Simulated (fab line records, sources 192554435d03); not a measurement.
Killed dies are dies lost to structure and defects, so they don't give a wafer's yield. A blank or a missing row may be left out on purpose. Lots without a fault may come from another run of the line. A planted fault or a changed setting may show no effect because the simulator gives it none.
Which tool did it? | flow n5_finfet | 12 lots, 36 wafers sampled, at 1 step of a route of 1938

WHAT THE GAUGES READ, wafer by wafer
N5_BEOL_M14_THK_MEAS_01.
lot  | measured     | on            | M14_ILD_THK (nm)
L075 | day 11 15:01 | film_metro-02 | 1133 1158 1113
L076 | day 12 01:27 | film_metro-02 | 1110 1132 1126
L078 | day 13 06:10 | film_metro-01 | 1134 1111 1142
L080 | day 13 13:25 | film_metro-01 | 1102 1127 1116
L085 | day 14 03:50 | film_metro-01 | 1095 1095 1118
L087 | day 14 15:13 | film_metro-01 | 1116 1093 1113
L084 | day 14 19:16 | film_metro-02 | 1116 1121 1124
L089 | day 15 00:58 | film_metro-01 | 1117 1139 1140
L091 | day 16 01:49 | film_metro-02 | 1119 1131 1107
L093 | day 16 13:01 | film_metro-01 | 1104 1126 1104
L097 | day 17 07:24 | film_metro-02 | 1149 1133 1130
L096 | day 17 13:07 | film_metro-01 | 1080 1091 1103

WHICH TOOL RAN EACH LOT (tool, then ch and the chambers of the sampled wafers, then the start)
The record holds no process step before these readings.

THE ANSWER, worked out from the rows above alone
Rule: what is usual is taken from the lots themselves. Put in order of their means at a reading, lots are off if they are a third of the lots or fewer, leave a main group of 4 or more, and stand apart from it by a gap of 3 or more times the standard deviation of the main group's means; of several such gaps the widest counts. A main group whose means are all the same, to the digits that the tables above print for the reading, isn't used. A lot without any number at a reading at which 4 lots or more have one is off too. The other lots that the step has rows for count as sound.
No lot is off at any reading shown: from this, nothing can be told.

WHAT THE SIMULATOR HAD PUT IN
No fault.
